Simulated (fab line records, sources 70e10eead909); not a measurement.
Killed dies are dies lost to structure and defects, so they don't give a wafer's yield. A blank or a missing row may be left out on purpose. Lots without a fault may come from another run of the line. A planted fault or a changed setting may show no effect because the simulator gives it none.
fab line records | flow nand_harc
record lots=5 wafers=15 last_day=24
route steps=1159 shown P_ZERO_WELL@14
lots that met no fault: from a run of the same line without faults
start_h: hours from the record's first day to the start of the lot's first wafer shown | wait_h: hours since the lot's step before | " the same as in the row above | L1.1+2: a row that stands for several wafers | - no value, or no start given | * or withheld: withheld | < > ~ a bound
route shown NAME@n: a module of which the file shows steps, and the number in the route of the first | usual: mean/standard deviation of fault-free wafers | same: alike in all rows | chamber/n: place in a boat | sites: the reading at each site | _std_site: their standard deviation | _edge_site: outer sites' mean less inner sites' | radius_mm: how far each site lies from the wafer's centre | mask NAME#n: copy n | behind: the tool/chamber that last shaped the wafer | hold: why the lot was held/for how many hours/how that ended | device: the transistor (n, p or np) that didn't switch | end of line: the same wafers' tests at the end of the route | a step without rows: its recipe alone | killed: dies lost to structure and defects at the first sort, not the wafer's yield | map: a wafer's dies, x killed, . not, _ none there
set.NAME: the setting as run; set.NAME@STEP: as run at that earlier step | model.NAME: the simulator's own value behind a step, which no gauge read
lots at some steps of the route; a table a step, a row a wafer
services: from which hour (start_h, from the record's first day; less than 0 if before it) a tool's chamber was out of use, for how many hours, and why
## steps
# step NHARC_P_ZERO_WELL_CD_MEAS_11
# recipe target_cd_nm=500 landing_energy_ev=500
# usual cd_nm=500.0/1.6
# columns lot.wafer tool chamber start_h wait_h cd_nm
L324.2 cd_sem-01 0 31.26 - 501.5
L324.3 " 0 " " 500.8
L324.4 " 0 " " 500.8
L328.2 cd_sem-01 0 55.25 - 498.9
L328.5 " 0 " " 498.9
L328.6 " 0 " " 496.9
L338.2 cd_sem-02 0 115.24 - 499.2
L338.3 " 0 " " 498.7
L338.4 " 0 " " 500.0
L339.1 cd_sem-01 0 121.54 - 501.2
L339.5 " 0 " " 501.3
L339.6 " 0 " " 497.8
L343.1 cd_sem-02 0 145.23 - 501.8
L343.3 " 0 " " 499.8
L343.4 " 0 " " 501.5
# step NHARC_P_ZERO_WELL_HARDBAKE_12
# recipe temp_c=118 time_s=65
# step NHARC_P_ZERO_WELL_DESCUM_13
# recipe time_s=3 o2_flow_sccm=200 ar_flow_sccm=0 bias_power_w=0 chemistry=O2
# usual drypump_motor_current_A=5.8/0.34 o2_flow_sccm=200.0/0.6 oes_product_au=0.999/0.0077 rf_vpp_V=58.1/0.94 showerhead_plenum_p_Torr=1.95/0.084 throttle_valve_pct=11.311/0.0091
# same time_s=3
# columns lot.wafer tool chamber start_h wait_h drypump_motor_current_A o2_flow_sccm oes_product_au rf_hours_counter_h rf_vpp_V showerhead_plenum_p_Torr throttle_valve_pct
L324.4 rie_diel-07 0 31.41 - 5.8 200.0 0.998 8.9 58.3 2.01 11.324
L324.2 " 1 " " 6.0 200.1 1.003 9.4 57.6 1.84 11.296
L324.3 " 2 " " 5.5 200.2 1.011 9.6 58.9 1.93 11.303
L328.2 rie_diel-11 2 55.43 - 6.4 200.4 0.987 2.7 58.3 1.79 11.315
L328.5 " 3 " " 5.7 198.8 0.992 - 58.0 1.98 11.328
L328.6 " 0 " " 6.2 198.2 0.988 - 57.7 1.80 11.301
L338.3 rie_diel-12 1 115.40 - 5.4 200.2 1.011 5.2 59.4 1.97 11.326
L338.2 " 3 " " 4.9 198.9 1.001 6.1 57.7 1.98 11.310
L338.4 " 0 " " 5.7 200.0 1.009 6.3 59.1 2.06 11.320
L339.1 rie_diel-07 1 121.71 - 6.0 198.9 0.989 3.5 57.5 1.84 11.320
L339.5 " 3 " " 6.2 200.8 0.997 - 57.4 2.01 11.326
L339.6 " 0 " " 5.7 199.1 1.001 - 56.5 2.01 11.311
L343.4 rie_diel-07 3 145.40 - 6.2 201.0 1.001 5.6 59.7 2.01 11.319
L343.3 " 0 " " 5.7 200.3 0.995 5.2 58.3 2.01 11.309
L343.1 " 1 " " 6.0 200.2 1.002 5.0 57.7 1.84 11.310
# step NHARC_P_ZERO_WELL_ETCH_65
# recipe target_depth_a=800 overetch_a=240 time_s=87.88 ion_energy_ev=200 n2_flow_sccm=150 h2_flow_sccm=150 ar_flow_sccm=0 rf_w=400 bias_w=150 chemistry=N2/H2
# usual drypump_motor_current_A=5.8/0.34 oes_product_au=0.999/0.0081 rf_vpp_V=431.8/2.7 showerhead_plenum_p_Torr=2.09/0.091 throttle_valve_pct=14.171/0.0085
# same time_s=87.88
# columns lot.wafer tool chamber start_h wait_h drypump_motor_current_A oes_product_au rf_hours_counter_h rf_vpp_V showerhead_plenum_p_Torr throttle_valve_pct
L324.4 rie_diel-07 2 31.50 0.1 5.5 0.997 9.7 431.9 2.06 14.157
L324.3 " 3 " " 6.2 0.993 10.0 433.6 2.15 14.181
L324.2 " 0 " " 5.8 0.992 9.0 434.4 2.14 14.169
L328.2 rie_diel-11 0 55.49 0.1 6.1 0.988 2.5 427.6 1.92 14.148
L328.5 " 3 " " 5.7 0.997 - 434.5 2.11 14.177
L328.6 " 0 " " 6.1 0.991 - 427.1 1.92 14.172
L338.3 rie_diel-12 0 115.48 0.1 5.7 1.002 6.4 435.8 2.20 14.157
L338.4 " 2 " " 5.8 1.006 4.8 434.5 2.16 14.170
L338.2 " 3 " " 4.9 1.008 6.1 431.8 2.11 14.166
L339.1 rie_diel-07 0 121.78 0.1 5.7 0.993 3.8 433.7 2.14 14.167
L339.6 " 3 " " 6.2 1.000 - 433.1 2.14 14.169
L339.5 " 0 " " 5.8 1.009 - 433.0 2.14 14.186
L343.1 rie_diel-07 1 145.48 0.1 5.9 0.996 5.0 427.4 1.96 14.158
L343.4 " 2 " " 5.5 1.008 5.4 431.5 2.06 14.184
L343.3 " 3 " " 6.2 0.996 5.6 433.2 2.14 14.163
# step NHARC_P_ZERO_WELL_ETCH_62
# recipe target_depth_a=130 time_s=6.5 chf3_flow_sccm=50 ar_flow_sccm=200 rf_w=500 bias_w=200 chemistry=CHF3/Ar
# usual drypump_motor_current_A=5.8/0.34 oes_product_au=0.961/0.016 rf_vpp_V=371.5/2.2 showerhead_plenum_p_Torr=2.39/0.098 throttle_valve_pct=20.217/0.0084
# same time_s=6.5
# columns lot.wafer tool chamber start_h wait_h drypump_motor_current_A oes_product_au rf_hours_counter_h rf_vpp_V showerhead_plenum_p_Torr throttle_valve_pct
L324.4 rie_diel-07 0 - - 5.7 0.935 9.0 372.7 2.46 20.195
L324.3 " 1 " " 5.9 0.937 9.5 368.3 2.26 20.203
L324.2 " 2 " " 5.5 0.945 9.7 371.4 2.37 20.232
L328.2 rie_diel-11 3 - - 5.7 0.960 2.8 371.4 2.42 20.215
L328.6 " 0 " " 6.1 0.946 - 366.7 2.21 20.216
L328.5 " 1 " " 5.6 0.961 - 371.6 2.40 20.222
L338.3 rie_diel-12 1 - - 5.4 0.970 5.3 372.3 2.41 20.224
L338.4 " 2 " " 5.8 0.963 4.8 371.8 2.47 20.226
L338.2 " 0 " " 5.6 0.978 6.4 374.7 2.52 20.228
L339.1 rie_diel-07 0 - - 5.8 0.952 3.9 373.1 2.45 20.203
L339.5 " 1 " " 6.0 0.963 - 370.2 2.26 20.231
L339.6 " 2 " " 5.5 0.970 - 370.9 2.36 20.219
L343.3 rie_diel-07 3 - - 6.2 0.963 5.6 373.2 2.46 20.216
L343.4 " 1 " " 6.0 0.981 5.1 368.5 2.26 20.228
L343.1 " 2 " " 5.5 0.968 5.4 370.0 2.36 20.210
# step NHARC_P_ZERO_WELL_ETCH_63
# recipe target_depth_a=1200 time_s=40.1 hbr_flow_sccm=150 cl2_flow_sccm=50 rf_w=400 icp_w=400 bias_w=100 chemistry=HBr/Cl2
# usual drypump_motor_current_A=5.8/0.53 oes_product_au=1.003/0.0069 throttle_valve_pct=26.406/0.0084
# same time_s=40.1
# columns lot.wafer tool chamber start_h wait_h drypump_motor_current_A oes_product_au rf_hours_counter_h throttle_valve_pct
L324.3 rie_si-05 3 31.68 - 6.0 1.015 1.2 26.395
L324.2 " 1 " " 4.6 1.012 1.2 26.417
L324.4 " 2 " " 5.5 1.010 1.2 26.406
L328.2 rie_si-02 3 55.70 - 5.6 1.001 0.1 26.412
L328.6 " 0 " " 5.8 0.992 - 26.426
L328.5 " 1 " " 6.1 1.004 - 26.395
L338.3 rie_si-05 0 115.65 - 6.2 0.995 0.4 26.407
L338.4 " 1 " " 4.6 0.995 0.4 26.414
L338.2 " 2 " " 5.5 0.997 0.3 26.403
L339.1 rie_si-05 0 121.96 - 6.1 1.009 0.5 26.384
L339.6 " 0 " " 6.2 1.008 - 26.400
L339.5 " 1 " " 4.6 1.007 - 26.408
L343.1 rie_si-05 0 145.65 - 6.2 1.013 0.8 26.417
L343.4 " 1 " " 4.6 1.003 0.8 26.401
L343.3 " 3 " " 6.0 0.998 0.6 26.397
# step NHARC_P_ZERO_WELL_STRIP_15
# recipe time_s=900 temp_c=130 chemistry=SPM
# step NHARC_P_ZERO_WELL_DEHYDRATE_16
# recipe temp_c=150 time_s=120
# step NHARC_P_ZERO_WELL_HMDS_17
# recipe time_s=30
# step NHARC_P_ZERO_WELL_COAT_18
# recipe spin_rpm=withheld
# step NHARC_P_ZERO_WELL_SOFTBAKE_19
# recipe temp_c=122 time_s=95
# step NHARC_P_ZERO_WELL_EBR_20
# step NHARC_P_ZERO_WELL_EXPOSE_21
# recipe na=0.6 target_cd_nm=720 dose_mj=22.31 mask_id=P_NWELL
# usual focus_offset_nm=-0.1/0.54 reticle_temp_C=23.02/0.11
# columns lot.wafer tool chamber start_h wait_h mask focus_offset_nm reticle_temp_C
L324.2 krf_scanner-04 0 32.33 - P_NWELL#0 1.0 23.22
L324.3 " 0 " " P_NWELL#0 0.1 22.96
L324.4 " 0 " " P_NWELL#0 0.9 23.06
L328.2 krf_scanner-04 0 56.44 - P_HVPW#0 -0.3 23.09
L328.5 " 0 " " P_HVPW#0 0.4 22.86
L328.6 " 0 " " P_HVPW#0 0.2 22.86
L338.2 krf_scanner-02 0 116.43 - P_NWELL#0 0.2 23.08
L338.3 " 0 " " P_NWELL#0 0.2 22.93
L338.4 " 0 " " P_NWELL#0 0.1 23.11
L339.1 krf_scanner-04 0 122.74 - P_NWELL#0 1.2 22.85
L339.5 " 0 " " P_NWELL#0 -0.1 23.14
L339.6 " 0 " " P_NWELL#0 -0.1 23.16
L343.1 krf_scanner-02 0 146.42 - P_NWELL#0 -0.2 23.05
L343.3 " 0 " " P_NWELL#0 0.1 22.99
L343.4 " 0 " " P_NWELL#0 0.2 23.08
# step NHARC_P_ZERO_WELL_PEB_22
# recipe peb_temp_c=118 peb_time_s=85
# step NHARC_P_ZERO_WELL_DEVELOP_23
# recipe time_s=70
# step NHARC_P_ZERO_WELL_CD_MEAS_24
# recipe target_cd_nm=720 landing_energy_ev=500
# usual cd_nm=719.8/1.3
# columns lot.wafer tool chamber start_h wait_h cd_nm
L324.2 cd_sem-01 0 32.48 - 719.6
L324.3 " 0 " " 718.9
L324.4 " 0 " " 719.8
L328.2 cd_sem-01 0 56.59 - -
L328.5 " 0 " " -
L328.6 " 0 " " -
L338.2 cd_sem-03 0 116.58 - 719.6
L338.3 " 0 " " 716.7
L338.4 " 0 " " 718.2
L339.1 cd_sem-01 0 122.90 - 720.8
L339.5 " 0 " " 720.8
L339.6 " 0 " " 721.2
L343.1 cd_sem-02 0 146.57 - 719.2
L343.3 " 0 " " 720.3
L343.4 " 0 " " 720.3
# step NHARC_P_ZERO_WELL_HARDBAKE_25
# recipe temp_c=125 time_s=80
## services
# columns tool chamber start_h hours kind
rie_diel-11 - 12.50 9.0 pm
rie_si-05 2 12.56 4.2 repair
rie_si-02 - 18.52 0.7 repair
rie_diel-12 - 25.40 9.0 pm
rie_diel-07 0 30.25 - clean
rie_diel-07 1 30.25 - clean
rie_diel-07 2 30.25 - clean
rie_diel-07 3 30.25 - clean
rie_si-02 - 34.00 9.0 pm
krf_scanner-02 - 38.00 4.0 pm
rie_diel-07 - 51.26 9.0 pm
rie_diel-07 0 51.26 9.0 vent_cycle
rie_diel-07 1 51.26 9.0 vent_cycle
rie_diel-07 2 51.26 9.0 vent_cycle
krf_scanner-04 - 58.96 0.9 repair
rie_si-05 - 62.00 9.0 pm
rie_diel-11 0 91.25 3.7 repair
krf_scanner-02 - 95.36 2.1 repair
rie_diel-12 2 96.04 3.3 repair
rie_diel-12 1 117.41 19.6 repair
rie_diel-12 3 124.57 32.5 repair
krf_scanner-04 - 126.00 4.0 pm
rie_diel-12 - 132.07 0.2 repair
rie_si-05 3 142.67 2.6 repair
## key
first_sign step=NHARC_P_ZERO_WELL_EXPOSE_21 reading=mask direction=changed
effect step=NHARC_P_ZERO_WELL_CD_MEAS_24 reading=cd_nm direction=missing
met_at NHARC_P_ZERO_WELL_EXPOSE_21
struck_wafers L328.2,L328.5,L328.6
later_rows_left_out L328.2,L328.5,L328.6
sort_left_out L328.2,L328.5,L328.6
tester_left_out L328
onset_between 32.33 56.44
fault kind=wrong_mask tool=any chamber=- onset_h=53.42 steps=NHARC_P_ZERO_WELL_EXPOSE_21 aux_copy=P_HVPW#0 scope=struck_lots_only
# tester_left_out: of these lots the tester's yield and bins aren't shown, on N5 and GAA mostly nor the transistor test; their killed dies are dies lost to structure and defects alone, not to doping, threshold or leakage, so they don't give the yield
# sort_left_out: the simulated sort isn't trusted on such a fault, so these wafers' sort isn't shown, and their yield isn't known
# later_rows_left_out: the simulator's readings of these wafers behind a module that went badly wrong aren't trusted and aren't shown, but for the sort
